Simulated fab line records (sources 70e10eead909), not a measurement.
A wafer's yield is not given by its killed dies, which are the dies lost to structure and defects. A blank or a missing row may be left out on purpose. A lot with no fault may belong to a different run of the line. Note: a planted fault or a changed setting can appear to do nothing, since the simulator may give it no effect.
Struck lot and sound lot, side by side	flow nand-harc	21 steps out of a route of 1302
Sound: wafers L583.3, L583.4, L583.5. The struck wafers were L592.2, L592.4, L592.6. The cause is named last.
Order at every step that has rows: each side's tool, ch and its chambers, its first start. Under that, the readings that differ: sound wafers	struck wafers	difference of the means	sigmas: that difference in standard deviations of wafers without a fault.
alike: words and numbers the same on both sides, and readings whose means are apart by under 2 such deviations; not compared: readings that were withheld, readings missing a value for some wafer, numbers with overlapping values and no deviation given by the record, and bounds like >300 which may hide the same value.
A row with sigmas, a row that says differs or no value, or rows on one side alone: a step with any of these is where the two part. Numbers that don't overlap but have no deviation are shown without sigmas and don't part them. A reading that every wafer of one side lacks parts them only if that side has two wafers or more.

first, 10 steps without rows for these wafers: NHARC_A_BLC_CVD_24 (deposits W, target thk 150 nm, time 434 s); NHARC_A_BLC_CMP_25 (polishes, t overpolish 30 s, target thk 150 nm); NHARC_A_BLC_SRD_27; NHARC_A_M0_DEP_00 (deposits SiOC, target thk 150 nm); NHARC_A_M0_DEHYDRATE_01 (time 120 s); NHARC_A_M0_HMDS_02 (time 30 s); NHARC_A_M0_COAT_33 (time 65 s); NHARC_A_M0_COAT_03 (resist thk 90 nm); NHARC_A_M0_SOFTBAKE_04 (time 55 s); NHARC_A_M0_EBR_05.
NHARC_A_M0_EXPOSE_06: exposes mask A M0, target cd 80 nm.
  sound on arfi-scanner-01 ch 0, day 24 14:17; struck on arfi-scanner-01 ch 0, day 29 04:52
reading	sound	struck	difference	sigmas
exposure-dose-mJ-cm2	83.40 83.27 83.38	86.14 86.07 86.17	+2.78	+31
  alike: mask
then, 2 steps without rows for these wafers: NHARC_A_M0_PEB_07 (peb time 65 s); NHARC_A_M0_DEVELOP_08 (develop time 35 s).
NHARC_A_M0_CD_MEAS_09 targets a cd of 80 nm.
  sound on cd-sem-02 ch 0, day 24 14:26; struck on cd-sem-01 ch 0
reading	sound	struck	difference	sigmas
cd-nm (nm)	81.3 80.4 81.0	82.9 82.6 82.3	+1.7	+2
  not compared: hold
NHARC_A_M0_OVL_MEAS_10: pitch 160 nm.
  struck on overlay-01, day 29 08:28; sound on overlay-02, day 24 14:31
reading	sound	struck	difference	sigmas
hold	- - -	await-dispo/3.2h/release await-dispo/3.2h/release await-dispo/3.2h/release	no value on the sound wafers	
overlay-y-nm (nm)	-2.5 -2.6 -1.5	0.4 1.0 1.1	+3.0	+4
  alike: overlay-x-nm
NHARC_A_M0_DESCUM_14: chemistry O2, time 3 s.
  sound on rie-diel-07 ch 1,2,3, day 24 14:37; struck on rie-diel-10 ch 0,2, day 29 08:34
reading	sound	struck	difference	sigmas
model.A_M0.cd-nm (nm)	81.33 80.43 81.11	83.7 82.96 82.24	+2.0	
  alike: drypump-motor-current-A, oes-product-au, rf-vpp-V, showerhead-plenum-p-Torr, throttle-valve-pct
  not compared: rf-hours-counter-h
then, 1 step without rows for these wafers: NHARC_A_M0_ETCH_34 (etches the open film in N2/H2, target depth 40 nm, overetch 12 nm, time 43.94 s).
NHARC_A_M0_ETCH_15: etches the open film in C4F8/Ar, target depth 150 nm, overetch 15 nm, time 82.5 s.
  sound: rie-diel-07 ch 0,2; struck: rie-diel-10 ch 0,2
reading	sound	struck	difference	sigmas
model.A_M0.cd-nm (nm)	81.4 80.09 80.65	83.56 83.03 82.12	+2.19	
  alike: oes-product-au, rf-fwd-power-W, rf-vpp-V
  not compared: rf-hours-counter-h
NHARC_A_M0_CD_MEAS_16:
  struck on cd-sem-01, day 29 09:08; sound on cd-sem-03, day 24 14:55
reading	sound	struck	difference	sigmas
cd-nm (nm)	80.9 80.0 80.8	83.4 83.1 82.6	+2.5	+3
  not compared: hold
NHARC_A_M0_STRIP_18: strips in N2/H2.
  sound on rie-diel-10 ch 1,3, day 24 14:59; struck on rie-diel-07 ch 1,3, day 29 13:08
reading	sound	struck	difference	sigmas
hold	- - -	await-dispo/3.6h/release await-dispo/3.6h/release await-dispo/3.6h/release	no value on the sound wafers	
rf-fwd-power-W (W)	991 999 991	1003 997 1006	+8	+3
  alike: drypump-motor-current-A, oes-product-au, rf-vpp-V, showerhead-plenum-p-Torr, throttle-valve-pct
  not compared: rf-hours-counter-h
NHARC_END_SORT_01:
  sound on prober-02 ch 0, day 27 15:03; struck on prober-02 ch 0, day 31 03:31
reading	sound	struck	difference	sigmas
killed-at-periphery	6 12 11	3 3 4	-6	-3
sort-rim-yield-pct (%)	85 88 78	97 91 92	+10	+2
  alike: defect-limited-yield, killed-at-array, killed-at-other, killed-dies, killed-open, killed-short, sort_bin_2_pct, sort_bin_3_pct, sort_bin_4_pct, sort-n-pass, sort-yield-pct

== WHERE THEY PART ==
First at NHARC_A_M0_EXPOSE_06; last, within this record, at NHARC_END_SORT_01.

WHY: what had been put in by the simulator
Process parameter drift: arfi-scanner-01, from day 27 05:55 on, at NHARC_A_M0_EXPOSE_06. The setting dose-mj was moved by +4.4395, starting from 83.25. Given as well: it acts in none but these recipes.
